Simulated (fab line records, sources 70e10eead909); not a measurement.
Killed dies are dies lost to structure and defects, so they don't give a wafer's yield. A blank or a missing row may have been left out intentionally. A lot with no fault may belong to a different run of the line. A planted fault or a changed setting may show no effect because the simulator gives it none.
fab line records | flow nand-harc
record lots=14 | wafers=42 | last-day=24
route steps=1159 shown A_SGD_CUT@773 A_SLIT@788
lots that met no fault: from a run of the same line without faults
start-h: hours from the record's first day to the start of the lot's first wafer shown | wait-h: hours since the lot's step before | " unchanged from the row above | L1.1+2: one row covering several wafers at once | - no value, or no start was given | * or withheld: withheld | < > ~ a bound
route shown NAME@n: names a module that has steps shown in the file, with the first one's number in the route | usual: mean/standard deviation of fault-free wafers | same: alike in all rows | chamber/n: place in a boat | sites: each site's reading | _std_site: how widely they spread, as a standard deviation | _edge_site: the outer-site mean with the inner-site mean subtracted | radius-mm: for every site, how far away it sits from the centre of the wafer | mask NAME#n: copy n | behind: tool/chamber where the wafer was last shaped | hold: the reason the lot was held/the length of the hold in hours/how it ended | device: the n, p or np transistor that did not switch | end of line: the route-end tests of the same wafers | a step given without rows: its recipe and nothing more | killed: the dies lost at the first sort to structure and to defects; this is not the yield of the wafer | map: shows each die of a wafer: x if killed, . if not, _ if none is there
set.NAME: the setting as run; set.NAME@STEP: as run at that earlier step | model.NAME: the simulator's own value behind a step, which no gauge read
one table for each step of the route and one row for each wafer, over a sample of lots
services: from which hour (start-h, from the record's first day; less than 0 if before it) a tool's chamber was out of use, for how many hours, and why
## steps
# step NHARC_A_SGD_CUT_THK_MEAS_22
# recipe thk-meas-gauge=ellipsometry
# usual thk-nm=147.8/1.7
lot.wafer | tool          | chamber | start-h | wait-h | thk-nm
L234.2    | film-metro-01 | -       | 322.93  | 0.2    | 148.3
L234.4    | "             | -       | "       | "      | 147.8
L234.5    | "             | -       | "       | "      | 147.4
L235.1    | film-metro-02 | -       | 327.61  | 0.2    | 148.9
L235.5    | "             | -       | "       | "      | 147.8
L235.6    | "             | -       | "       | "      | 147.8
L236.3    | film-metro-02 | -       | 342.07  | 0.2    | 149.4
L236.4    | "             | -       | "       | "      | 149.3
L236.6    | "             | -       | "       | "      | 148.1
L238.2    | film-metro-01 | -       | 350.81  | 0.2    | 150.7
L238.5    | "             | -       | "       | "      | 149.9
L238.6    | "             | -       | "       | "      | 150.6
L245.3    | film-metro-01 | -       | 391.63  | 0.2    | 146.8
L245.5    | "             | -       | "       | "      | 145.9
L245.6    | "             | -       | "       | "      | 148.1
L247.1    | film-metro-02 | -       | 412.17  | 0.2    | 149.2
L247.4    | "             | -       | "       | "      | 147.8
L247.5    | "             | -       | "       | "      | 147.4
L248.2    | film-metro-01 | -       | 412.17  | 0.2    | 146.5
L248.4    | "             | -       | "       | "      | 147.0
L248.6    | "             | -       | "       | "      | 149.0
L246.1    | film-metro-01 | -       | 412.18  | 0.2    | 147.7
L246.3    | "             | -       | "       | "      | 147.5
L246.4    | "             | -       | "       | "      | 148.6
L250.2    | film-metro-01 | -       | 426.62  | 0.2    | 149.1
L250.3    | "             | -       | "       | "      | 146.1
L250.5    | "             | -       | "       | "      | 146.5
L251.1    | film-metro-02 | -       | 426.62  | 0.2    | 149.7
L251.2    | "             | -       | "       | "      | 149.2
L251.6    | "             | -       | "       | "      | 148.7
L254.2    | film-metro-02 | -       | 440.46  | 0.2    | 147.8
L254.5    | "             | -       | "       | "      | 147.0
L254.6    | "             | -       | "       | "      | 149.4
L253.2    | film-metro-01 | -       | 440.46  | 0.2    | 148.3
L253.3    | "             | -       | "       | "      | 147.7
L253.6    | "             | -       | "       | "      | 147.9
L252.4    | film-metro-02 | -       | 440.46  | 0.2    | 147.8
L252.5    | "             | -       | "       | "      | 151.4
L252.6    | "             | -       | "       | "      | 148.9
L255.3    | film-metro-01 | -       | 454.25  | 0.2    | 146.6
L255.4    | "             | -       | "       | "      | 149.6
L255.5    | "             | -       | "       | "      | 149.4
# step NHARC_A_SGD_CUT_ETCHBACK_24
# recipe target-depth-a=500 | over-etch-frac=0.3 | time-s=92.857 | ion-energy-ev=120 | ch3f-flow-sccm=50 | o2-flow-sccm=30 | ar-flow-sccm=200 | rf-w=500 | bias-w=100 | chemistry=CH3F/O2
# usual bias-w=99.98/0.29 | drypump-motor-current-A=5.7/0.57 | oes-product-au=0.97/0.035 | rf-vpp-V=244.5/1.8 | showerhead-plenum-p-Torr=2.47/0.12 | throttle-valve-pct=20.662/0.0089
# same time-s=92.857
lot.wafer | tool        | chamber | start-h | wait-h | bias-w | drypump-motor-current-A | oes-product-au | rf-hours-counter-h | rf-vpp-V | showerhead-plenum-p-Torr | throttle-valve-pct
L234.2    | rie-diel-08 | 2       | 323.18  | 0.2    | 99.99  | 6.1                     | 1.00           | 2                  | 245.7    | 2.59                     | 20.655
L234.4    | "           | 3       | "       | "      | 99.41  | 5.7                     | 0.99           | 2                  | 245.6    | 2.50                     | 20.665
L234.5    | "           | 1       | "       | "      | 99.97  | 5.4                     | 1.00           | -                  | 241.5    | 2.33                     | 20.663
L235.1    | rie-diel-06 | 0       | 327.84  | 0.2    | 99.83  | 4.9                     | 0.98           | 8                  | 246.4    | 2.61                     | 20.672
L235.5    | "           | 0       | "       | "      | 99.73  | 4.9                     | 0.98           | -                  | 246.4    | 2.61                     | 20.667
L235.6    | "           | 1       | "       | "      | 100.11 | 6.6                     | 0.97           | -                  | 241.1    | 2.31                     | 20.655
L236.4    | rie-diel-07 | 3       | 342.29  | 0.1    | 100.32 | 6.1                     | 0.92           | 7                  | 241.5    | 2.36                     | 20.659
L236.3    | "           | 1       | "       | "      | 99.62  | 5.1                     | 0.94           | 7                  | 245.7    | 2.61                     | 20.638
L236.6    | "           | 0       | "       | "      | 100.32 | 6.3                     | 0.94           | -                  | 244.5    | 2.57                     | 20.666
L238.2    | rie-diel-06 | 1       | 351.09  | 0.2    | 99.81  | 6.6                     | 0.99           | 11                 | 242.2    | 2.31                     | 20.656
L238.5    | "           | 2       | "       | "      | 100.33 | 5.9                     | 1.01           | -                  | 245.7    | 2.61                     | 20.662
L238.6    | "           | 3       | "       | "      | 99.68  | 5.1                     | 0.99           | -                  | 244.4    | 2.42                     | 20.660
L245.3    | rie-diel-06 | 1       | 391.86  | 0.2    | 99.62  | 6.6                     | 0.99           | 14                 | 243.0    | 2.31                     | 20.662
L245.5    | "           | 0       | "       | "      | 100.09 | 4.9                     | 1.01           | -                  | 246.2    | 2.61                     | 20.657
L245.6    | "           | 1       | "       | "      | 100.13 | 6.6                     | 1.01           | -                  | 242.6    | 2.31                     | 20.669
L248.2    | rie-diel-06 | 0       | 412.42  | 0.2    | 99.53  | 4.9                     | 0.99           | 16                 | 245.8    | 2.61                     | 20.662
L248.4    | "           | 1       | "       | "      | 99.96  | 6.6                     | 0.99           | 17                 | 242.5    | 2.31                     | 20.649
L248.6    | "           | 3       | "       | "      | 100.23 | 5.1                     | 1.00           | -                  | 245.0    | 2.42                     | 20.649
L247.1    | rie-diel-08 | 2       | 412.43  | 0.2    | 99.58  | 6.1                     | 0.99           | 13                 | 246.1    | 2.58                     | 20.666
L247.4    | "           | 1       | "       | "      | 99.85  | 5.4                     | 0.97           | -                  | 242.2    | 2.33                     | 20.669
L247.5    | "           | 2       | "       | "      | 99.86  | 6.1                     | 0.99           | -                  | 246.8    | 2.58                     | 20.666
L246.1    | rie-diel-06 | 2       | 412.48  | 0.2    | 100.22 | 6.0                     | 0.94           | 16                 | 246.0    | 2.60                     | 20.646
L246.4    | "           | 0       | "       | "      | 99.65  | 4.9                     | 0.93           | 16                 | 247.5    | 2.61                     | 20.638
L246.3    | "           | 1       | "       | "      | 100.08 | 6.6                     | 0.91           | 17                 | 242.0    | 2.31                     | 20.657
L251.2    | rie-diel-07 | 0       | 426.85  | 0.1    | 99.89  | 6.4                     | 0.94           | 1                  | 245.4    | 2.56                     | 20.647
L251.1    | "           | 3       | "       | "      | 99.96  | 6.1                     | 0.91           | 1                  | 242.2    | 2.36                     | 20.651
L251.6    | "           | 1       | "       | "      | 99.69  | 5.1                     | 0.93           | -                  | 245.6    | 2.61                     | 20.636
L250.2    | rie-diel-08 | 2       | 426.86  | 0.2    | 99.48  | 6.1                     | 0.93           | 14                 | 245.9    | 2.58                     | 20.673
L250.3    | "           | 3       | "       | "      | 99.98  | 5.7                     | 0.91           | 11                 | 245.3    | 2.50                     | 20.652
L250.5    | "           | 1       | "       | "      | 99.78  | 5.4                     | 0.92           | -                  | 242.3    | 2.33                     | 20.662
L253.2    | rie-diel-07 | 2       | 440.69  | 0.2    | 99.88  | 6.7                     | 0.93           | 2                  | 243.3    | 2.39                     | 20.666
L253.3    | "           | 3       | "       | "      | 100.04 | 6.1                     | 0.93           | 2                  | 243.6    | 2.36                     | 20.661
L253.6    | "           | 2       | "       | "      | 99.86  | 6.7                     | 0.93           | -                  | 243.8    | 2.39                     | 20.666
L252.4    | rie-diel-08 | 3       | 440.71  | 0.2    | 99.87  | 5.7                     | 1.00           | 13                 | 244.1    | 2.50                     | 20.667
L252.6    | "           | 1       | "       | "      | 100.00 | 5.4                     | 1.01           | -                  | 243.3    | 2.33                     | 20.648
L252.5    | "           | 2       | "       | "      | 99.89  | 6.1                     | 1.00           | -                  | 245.5    | 2.58                     | 20.659
L254.2    | rie-diel-06 | 3       | 440.72  | 0.2    | 100.42 | 5.1                     | 0.99           | 1                  | 243.7    | 2.42                     | 20.656
L254.5    | "           | 0       | "       | "      | 99.60  | 4.9                     | 0.99           | -                  | 247.5    | 2.61                     | 20.659
L254.6    | "           | 1       | "       | "      | 99.81  | 6.6                     | 1.00           | -                  | 243.6    | 2.31                     | 20.673
L255.3    | rie-diel-08 | 2       | 454.50  | 0.2    | 99.84  | 6.1                     | 1.00           | 17                 | 246.0    | 2.58                     | 20.674
L255.4    | "           | 3       | "       | "      | 100.01 | 5.7                     | 0.99           | 15                 | 245.9    | 2.50                     | 20.661
L255.5    | "           | 0       | "       | "      | 100.20 | 5.5                     | 1.01           | -                  | 242.9    | 2.36                     | 20.650
# step NHARC_A_SLIT_PEB_07
# recipe peb-temp-c=100 | peb-time-s=65
# usual chill-plate-temp-C=23.01/0.1 | exhaust-pa=45.1/0.98
lot.wafer | tool           | chamber | start-h | wait-h | chill-plate-temp-C | exhaust-pa
L234.2    | litho-track-06 | 0       | 326.51  | 0.1    | 23.23              | 44.4
L234.4    | "              | 0       | "       | "      | 22.97              | 45.9
L234.5    | "              | 0       | "       | "      | 23.01              | 45.2
L235.1    | litho-track-04 | 0       | 332.37  | 0.1    | 22.93              | 45.8
L235.5    | "              | 0       | "       | "      | 23.05              | 44.8
L235.6    | "              | 0       | "       | "      | 23.18              | 43.9
L236.3    | litho-track-04 | -       | 345.67  | 0.0    | -                  | -
L236.4    | "              | -       | "       | "      | -                  | -
L236.6    | "              | -       | "       | "      | -                  | -
L238.2    | litho-track-06 | -       | 354.32  | 0.1    | -                  | -
L238.5    | "              | -       | "       | "      | -                  | -
L238.6    | "              | -       | "       | "      | -                  | -
L245.3    | litho-track-06 | 0       | 396.03  | 0.0    | 22.98              | 47.3
L245.5    | "              | 0       | "       | "      | 23.06              | 45.5
L245.6    | "              | 0       | "       | "      | 22.85              | 45.1
L246.1    | litho-track-06 | 0       | 419.30  | 0.1    | 23.07              | 44.2
L246.3    | "              | 0       | "       | "      | 22.92              | 43.8
L246.4    | "              | 0       | "       | "      | 22.98              | 44.6
L247.1    | litho-track-04 | 0       | 419.46  | 0.1    | 23.10              | 46.0
L247.4    | "              | 0       | "       | "      | 22.99              | 45.2
L247.5    | "              | 0       | "       | "      | 23.02              | 45.3
L248.2    | litho-track-01 | 0       | 421.11  | 0.1    | 22.87              | 47.3
L248.4    | "              | 0       | "       | "      | 22.86              | 46.4
L248.6    | "              | 0       | "       | "      | 22.84              | 46.0
L250.2    | litho-track-01 | 0       | 431.25  | 0.1    | 22.91              | 46.1
L250.3    | "              | 0       | "       | "      | 23.02              | 44.8
L250.5    | "              | 0       | "       | "      | 22.91              | 45.5
L251.1    | litho-track-04 | 0       | 431.65  | 0.1    | 23.17              | 45.0
L251.2    | "              | 0       | "       | "      | 23.20              | 46.0
L251.6    | "              | 0       | "       | "      | 23.09              | 46.2
L254.2    | litho-track-04 | 0       | 443.93  | 0.1    | 23.01              | 45.0
L254.5    | "              | 0       | "       | "      | 23.08              | 44.6
L254.6    | "              | 0       | "       | "      | 23.01              | 44.7
L252.4    | litho-track-06 | 0       | 444.09  | 0.1    | 23.04              | 46.2
L252.5    | "              | 0       | "       | "      | 23.04              | 44.9
L252.6    | "              | 0       | "       | "      | 23.14              | 44.7
L253.2    | litho-track-06 | 0       | 444.60  | 0.1    | 23.00              | 44.7
L253.3    | "              | 0       | "       | "      | 23.07              | 45.2
L253.6    | "              | 0       | "       | "      | 23.10              | 44.8
L255.3    | litho-track-04 | 0       | 457.85  | 0.0    | 23.05              | 45.8
L255.4    | "              | 0       | "       | "      | 23.05              | 47.0
L255.5    | "              | 0       | "       | "      | 23.11              | 43.7
# step NHARC_A_SLIT_ETCH_15
# recipe target-depth-a=32000 | over-etch-frac=0.3 | time-s=832 | ion-energy-ev=150 | o2-flow-sccm=400 | cos-flow-sccm=20 | ar-flow-sccm=0 | rf-w=500 | bias-w=300 | chemistry=O2/COS
# usual bias-w=300.0/0.85 | drypump-motor-current-A=5.9/0.46 | oes-product-au=1.001/0.015 | rf-vpp-V=314.0/1.9 | showerhead-plenum-p-Torr=3.11/0.12 | throttle-valve-pct=28.328/0.0088
# same time-s=832
lot.wafer | tool        | chamber | start-h | wait-h | bias-w | drypump-motor-current-A | oes-product-au | rf-hours-counter-h | rf-vpp-V | showerhead-plenum-p-Torr | throttle-valve-pct
L234.2    | rie-diel-11 | 3       | -       | -      | 300.5  | 5.8                     | 1.001          | 9                  | 316.9    | 3.22                     | 28.344
L234.4    | "           | 0       | "       | "      | 300.5  | 5.9                     | 1.014          | 9                  | 312.5    | 3.06                     | 28.314
L234.5    | "           | 1       | "       | "      | 298.6  | 6.1                     | 0.997          | -                  | 312.0    | 3.01                     | 28.328
L235.1    | rie-diel-11 | 3       | -       | -      | 300.2  | 5.8                     | 1.003          | 10                 | 315.7    | 3.22                     | 28.355
L235.5    | "           | 2       | "       | "      | 300.7  | 6.2                     | 0.979          | -                  | 314.7    | 3.12                     | 28.337
L235.6    | "           | 3       | "       | "      | 299.3  | 5.8                     | 1.014          | -                  | 314.8    | 3.22                     | 28.342
L236.3    | rie-diel-10 | 2       | -       | -      | 299.9  | 6.3                     | 1.007          | 9                  | 316.8    | 3.32                     | 28.331
L236.4    | "           | 0       | "       | "      | 299.8  | 6.6                     | 1.012          | 10                 | 311.3    | 2.94                     | 28.330
L236.6    | "           | 2       | "       | "      | 300.6  | 6.3                     | 1.000          | -                  | 316.0    | 3.32                     | 28.345
L238.2    | rie-diel-11 | 0       | -       | -      | 301.5  | 5.9                     | 0.997          | 11                 | 313.8    | 3.06                     | 28.336
L238.6    | "           | 0       | "       | "      | 300.7  | 5.9                     | 1.005          | -                  | 313.6    | 3.06                     | 28.319
L238.5    | "           | 1       | "       | "      | 300.8  | 6.1                     | 1.001          | -                  | 312.6    | 3.01                     | 28.330
L245.3    | rie-diel-10 | 2       | -       | -      | 299.7  | 6.3                     | 1.022          | 3                  | 318.1    | 3.31                     | 28.329
L245.5    | "           | 1       | "       | "      | 301.9  | 5.2                     | 1.008          | -                  | 317.6    | 3.19                     | 28.330
L245.6    | "           | 2       | "       | "      | 300.3  | 6.3                     | 1.019          | -                  | 316.0    | 3.31                     | 28.329
L246.4    | rie-diel-11 | 1       | -       | -      | 300.3  | 6.1                     | 0.983          | 4                  | 312.7    | 3.01                     | 28.333
L246.1    | "           | 2       | "       | "      | 300.3  | 6.2                     | 0.980          | 3                  | 314.2    | 3.11                     | 28.324
L246.3    | "           | 3       | "       | "      | 300.2  | 5.8                     | 0.979          | 3                  | 316.1    | 3.22                     | 28.315
L247.1    | rie-diel-10 | 3       | -       | -      | 299.3  | 5.7                     | 1.001          | 3                  | 315.8    | 3.22                     | 28.336
L247.4    | "           | 0       | "       | "      | 299.5  | 6.7                     | 1.016          | 3                  | 310.8    | 2.94                     | 28.317
L247.5    | "           | 2       | "       | "      | 300.0  | 6.3                     | 1.027          | -                  | 316.9    | 3.31                     | 28.328
L248.2    | rie-diel-10 | 1       | -       | -      | 299.7  | 5.2                     | 1.012          | 4                  | 313.9    | 3.19                     | 28.307
L248.4    | "           | 3       | "       | "      | 300.8  | 5.7                     | 1.008          | 3                  | 315.7    | 3.22                     | 28.327
L248.6    | "           | 2       | "       | "      | 299.5  | 6.3                     | 1.033          | -                  | 314.9    | 3.31                     | 28.329
L250.3    | rie-diel-10 | 1       | -       | -      | 297.8  | 5.2                     | 1.012          | 5                  | 315.5    | 3.19                     | 28.339
L250.2    | "           | 2       | "       | "      | 299.9  | 6.3                     | 1.030          | 5                  | 316.5    | 3.31                     | 28.338
L250.5    | "           | 1       | "       | "      | 299.3  | 5.2                     | 0.998          | -                  | 313.6    | 3.19                     | 28.322
L251.1    | rie-diel-11 | 0       | -       | -      | 299.3  | 5.9                     | 1.009          | 5                  | 312.3    | 3.06                     | 28.320
L251.2    | "           | 2       | "       | "      | 300.1  | 6.3                     | 0.983          | 5                  | 313.7    | 3.11                     | 28.331
L251.6    | "           | 1       | "       | "      | 297.7  | 6.1                     | 0.980          | -                  | 311.6    | 3.01                     | 28.340
L254.2    | rie-diel-11 | 2       | -       | -      | 298.7  | 6.2                     | 0.984          | 7                  | 313.8    | 3.11                     | 28.330
L254.5    | "           | 3       | "       | "      | 301.1  | 5.8                     | 0.991          | -                  | 316.7    | 3.22                     | 28.330
L254.6    | "           | 0       | "       | "      | 300.5  | 5.9                     | 1.002          | -                  | 314.3    | 3.06                     | 28.323
L252.4    | rie-diel-05 | 2       | -       | -      | 299.6  | 5.0                     | 0.994          | 6                  | 313.3    | 3.01                     | 28.316
L252.5    | "           | 1       | "       | "      | 300.1  | 5.7                     | 1.011          | -                  | 313.1    | 2.98                     | 28.324
L252.6    | "           | 2       | "       | "      | 298.7  | 5.0                     | 0.995          | -                  | 314.5    | 3.01                     | 28.326
L253.3    | rie-diel-10 | 0       | -       | -      | 299.3  | 6.7                     | 1.015          | 5                  | 312.2    | 2.94                     | 28.330
L253.2    | "           | 1       | "       | "      | 300.1  | 5.2                     | 1.008          | 6                  | 315.0    | 3.19                     | 28.306
L253.6    | "           | 3       | "       | "      | 300.0  | 5.7                     | 0.998          | -                  | 314.5    | 3.22                     | 28.331
L255.3    | rie-diel-11 | 1       | -       | -      | 301.0  | 6.1                     | 0.973          | 9                  | 310.8    | 3.00                     | 28.310
L255.4    | "           | 2       | "       | "      | 300.3  | 6.2                     | 0.992          | 8                  | 314.0    | 3.11                     | 28.334
L255.5    | "           | 3       | "       | "      | 300.2  | 5.8                     | 0.987          | -                  | 315.2    | 3.21                     | 28.331
## services
tool           | chamber | start-h | hours | kind
rie-diel-08    | 1       | 300.38  | 1.5   | repair
rie-diel-08    | -       | 301.87  | 9.0   | pm
rie-diel-10    | -       | 313.92  | 1.1   | repair
litho-track-04 | -       | 316.00  | 7.0   | pm
rie-diel-11    | 0       | 321.09  | -     | clean
rie-diel-11    | 1       | 321.09  | -     | clean
rie-diel-11    | 2       | 321.09  | -     | clean
rie-diel-11    | 3       | 321.09  | -     | clean
rie-diel-05    | 1       | 330.50  | 5.7   | repair
rie-diel-10    | -       | 333.76  | 0.2   | repair
rie-diel-08    | 1       | 338.70  | 13.1  | repair
rie-diel-05    | -       | 340.62  | 9.0   | pm
rie-diel-10    | -       | 353.64  | 9.0   | pm
rie-diel-05    | 1       | 362.97  | 5.0   | repair
rie-diel-11    | -       | 366.50  | 9.0   | pm
rie-diel-07    | 1       | 373.87  | 14.6  | repair
rie-diel-05    | -       | 389.82  | 0.7   | repair
rie-diel-05    | 1       | 401.76  | 4.1   | repair
rie-diel-08    | 3       | 402.80  | 16.6  | repair
rie-diel-07    | -       | 405.20  | 9.0   | pm
rie-diel-11    | 0       | 410.46  | 4.4   | repair
rie-diel-07    | 1       | 415.73  | 2.8   | repair
rie-diel-06    | -       | 418.20  | 9.0   | pm
litho-track-01 | -       | 443.00  | 7.0   | pm
## key
first-sign step=NHARC_A_SLIT_PEB_07 | reading=tool-record | direction=missing
effect none on later readings
met-at NHARC_A_SLIT_PEB_07
struck-lots L236,L238
later-rows-left-out L236.3,L236.4,L236.6,L238.2,L238.5,L238.6
sort-left-out L236.3,L236.4,L236.6,L238.2,L238.5,L238.6
tester-left-out L236,L238
not-acting-at NHARC_A_SGD_CUT_THK_MEAS_22,NHARC_A_SGD_CUT_ETCHBACK_24,NHARC_A_SLIT_ETCH_15
onset-between 332.37 345.67
fault kind=skipped-step-whole | tool=litho-track-04,litho-track-06 | chamber=- | onset-h=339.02 | steps=NHARC_A_SLIT_PEB_07 | scope=struck-lots-only
# tester-left-out: of these lots the tester's yield and bins aren't shown, on N5 and GAA mostly nor the transistor test; their killed dies are dies lost to structure and defects alone, not to doping, threshold or leakage, so they don't give the yield
# sort-left-out: the simulated sort isn't trusted on such a fault, so these wafers' sort isn't shown, and their yield isn't known
# later-rows-left-out: the simulator's readings of these wafers behind a module that went badly wrong aren't trusted and aren't shown, but for the sort
